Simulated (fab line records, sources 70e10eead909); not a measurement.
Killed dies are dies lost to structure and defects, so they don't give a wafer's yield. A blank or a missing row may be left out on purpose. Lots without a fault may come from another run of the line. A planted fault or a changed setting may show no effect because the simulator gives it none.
Which tool did it? | flow nand_harc | 12 lots, 36 wafers sampled, at 5 steps of a route of 1302

WHAT THE GAUGES READ, wafer by wafer
NHARC_P_ZERO_WELL_CD_MEAS_37: target cd 720 nm.
lot  | measured     | on        | cd_nm (nm)
L851 | day 3 16:29  | cd_sem-02 | 718.7 721.9 715.8
L852 | day 4 02:14  | cd_sem-01 | 718.6 718.9 721.8
L854 | day 4 22:05  | cd_sem-01 | 720.9 717.1 720.4
L855 | day 5 08:06  | cd_sem-01 | 725.2 726.6 726.9
L858 | day 6 14:13  | cd_sem-02 | 717.4 717.7 718.1
L859 | day 7 00:23  | cd_sem-03 | 719.5 723.0 715.7
L861 | day 7 20:07  | cd_sem-03 | 718.1 718.0 718.6
L865 | day 9 12:13  | cd_sem-03 | 718.7 717.9 717.5
L867 | day 10 08:16 | cd_sem-02 | 722.0 723.2 722.5
L868 | day 10 18:13 | cd_sem-03 | 718.7 717.6 719.5
L869 | day 11 04:07 | cd_sem-02 | 718.0 717.3 717.7
L870 | day 11 13:58 | cd_sem-02 | 721.2 719.0 720.4

NHARC_P_ZERO_WELL_INSPECT_43.
lot  | measured     | on                | raw_defect_count
L851 | day 3 19:57  | defect_inspect-02 | 8 9 9
L852 | day 4 05:40  | defect_inspect-01 | 14 14 20
L854 | day 5 01:25  | defect_inspect-02 | 8 14 6
L855 | day 5 11:29  | defect_inspect-02 | 18 12 18
L858 | day 6 17:43  | defect_inspect-01 | 10 14 23
L859 | day 7 03:50  | defect_inspect-01 | 7 8 15
L861 | day 7 23:36  | defect_inspect-02 | 16 13 13
L865 | day 9 15:53  | defect_inspect-02 | 16 12 20
L867 | day 10 11:48 | defect_inspect-02 | 11 10 13
L868 | day 10 21:40 | defect_inspect-02 | 10 12 4
L869 | day 11 07:34 | defect_inspect-02 | 7 6 7
L870 | day 11 17:30 | defect_inspect-02 | 10 9 6

NHARC_P_STI_CD_MEAS_09: target cd 200 nm.
lot  | measured     | on        | cd_nm (nm)
L851 | day 4 12:35  | cd_sem-01 | 200.1 202.1 200.6
L852 | day 4 23:16  | cd_sem-03 | 199.2 201.6 202.1
L854 | day 5 19:18  | cd_sem-02 | 201.8 199.4 196.9
L855 | day 6 02:47  | cd_sem-03 | 200.3 197.4 200.2
L858 | day 7 10:25  | cd_sem-01 | 202.7 205.0 198.8
L859 | day 7 18:50  | cd_sem-03 | 200.8 199.5 200.0
L861 | day 8 14:54  | cd_sem-02 | 203.6 204.4 202.3
L865 | day 10 09:17 | cd_sem-01 | 201.9 200.4 200.4
L867 | day 11 05:25 | cd_sem-01 | 199.1 199.8 201.1
L868 | day 11 12:41 | cd_sem-02 | 200.4 199.7 198.2
L869 | day 11 23:07 | cd_sem-03 | 200.3 201.9 198.7
L870 | day 12 08:51 | cd_sem-02 | 201.2 196.5 198.9

WHICH TOOL RAN EACH LOT (tool, then ch and the chambers of the sampled wafers, then the start)
lot  | NHARC_P_ZERO_WELL_ETCH_63        | NHARC_P_ZERO_WELL_EXPOSE_34
L851 | rie_si-06 ch 0,2,3, day 3 14:02  | krf_scanner-03 ch 0, day 3 16:20
L852 | rie_si-06 ch 1,3, day 3 23:40    | krf_scanner-02 ch 0, day 4 02:05
L854 | rie_si-04 ch 0,1, day 4 19:40    | krf_scanner-02 ch 0, day 4 21:56
L855 | rie_si-06 ch 0,2,3, day 5 05:41  | krf_scanner-01 ch 0, day 5 07:56
L858 | rie_si-04 ch 0,1,3, day 6 11:39  | krf_scanner-02 ch 0, day 6 14:04
L859 | rie_si-02 ch 1,2,3, day 6 21:57  | krf_scanner-03 ch 0, day 7 00:14
L861 | rie_si-02 ch 0,1,3, day 7 17:41  | krf_scanner-03 ch 0, day 7 19:58
L865 | rie_si-06 ch 1,2,3, day 9 09:41  | krf_scanner-02 ch 0, day 9 12:04
L867 | rie_si-06 ch 0,1,3, day 10 05:42 | krf_scanner-01 ch 0, day 10 08:07
L868 | rie_si-06 ch 0,1,2, day 10 15:39 | krf_scanner-02 ch 0, day 10 18:04
L869 | rie_si-06 ch 0,1,3, day 11 01:32 | krf_scanner-01 ch 0, day 11 03:57
L870 | rie_si-02 ch 1,2,3, day 11 11:33 | krf_scanner-02 ch 0, day 11 13:49
- NHARC_P_ZERO_WELL_ETCH_63: etches the open film in HBr/Cl2, target depth 120 nm, time 40.1 s.
- NHARC_P_ZERO_WELL_EXPOSE_34: exposes mask P PWELL, target cd 720 nm.

WHAT THE TOOLS THEMSELVES READ (means of the sampled wafers that have a number; where no wafer has one, the mark that the record gives instead)
NHARC_P_ZERO_WELL_ETCH_63.
lot  | tool      | chamber_pressure_mTorr (mTorr) | drypump_motor_current_A (A) | oes_product_au (a.u.) | rf_fwd_power_W (W) | throttle_valve_pct (%)
L851 | rie_si-06 | 15.002                         | 6.4                         | 0.995                 | 396.1              | 26.413
L852 | rie_si-06 | 15.008                         | 6.2                         | 0.995                 | 395.7              | 26.411
L854 | rie_si-04 | 14.993                         | 6.0                         | 0.996                 | 395.8              | 26.408
L855 | rie_si-06 | 14.993                         | 6.4                         | 1.002                 | 395.5              | 26.406
L858 | rie_si-04 | 15.003                         | 5.8                         | 0.999                 | 394.9              | 26.403
L859 | rie_si-02 | 15.000                         | 5.6                         | 1.002                 | 393.5              | 26.414
L861 | rie_si-02 | 15.005                         | 5.6                         | 0.997                 | 393.2              | 26.413
L865 | rie_si-06 | 15.010                         | 6.2                         | 1.002                 | 395.8              | 26.409
L867 | rie_si-06 | 15.007                         | 6.1                         | 1.009                 | 394.5              | 26.407
L868 | rie_si-06 | 14.999                         | 6.1                         | 1.002                 | 395.3              | 26.401
L869 | rie_si-06 | 15.014                         | 6.1                         | 1.000                 | 395.6              | 26.408
L870 | rie_si-02 | 15.001                         | 5.6                         | 1.000                 | 391.9              | 26.404

THE ANSWER, worked out from the rows above alone
Rule: what is usual is taken from the lots themselves. Put in order of their means at a reading, lots are off if they are a third of the lots or fewer, leave a main group of 4 or more, and stand apart from it by a gap of 3 or more times the standard deviation of the main group's means; of several such gaps the widest counts. A main group whose means are all the same, to the digits that the tables above print for the reading, isn't used. A lot without any number at a reading at which 4 lots or more have one is off too. The other lots that the step has rows for count as sound. The gauges are gone through in route order, then the tools' own readings, and for those a lot's mean is taken as printed above. The first step at which some lot is off is used, and at that step the reading that is off furthest; a lot without a number counts as furthest.
No lot is off at any reading shown: from this, nothing can be told.

WHAT THE SIMULATOR HAD PUT IN
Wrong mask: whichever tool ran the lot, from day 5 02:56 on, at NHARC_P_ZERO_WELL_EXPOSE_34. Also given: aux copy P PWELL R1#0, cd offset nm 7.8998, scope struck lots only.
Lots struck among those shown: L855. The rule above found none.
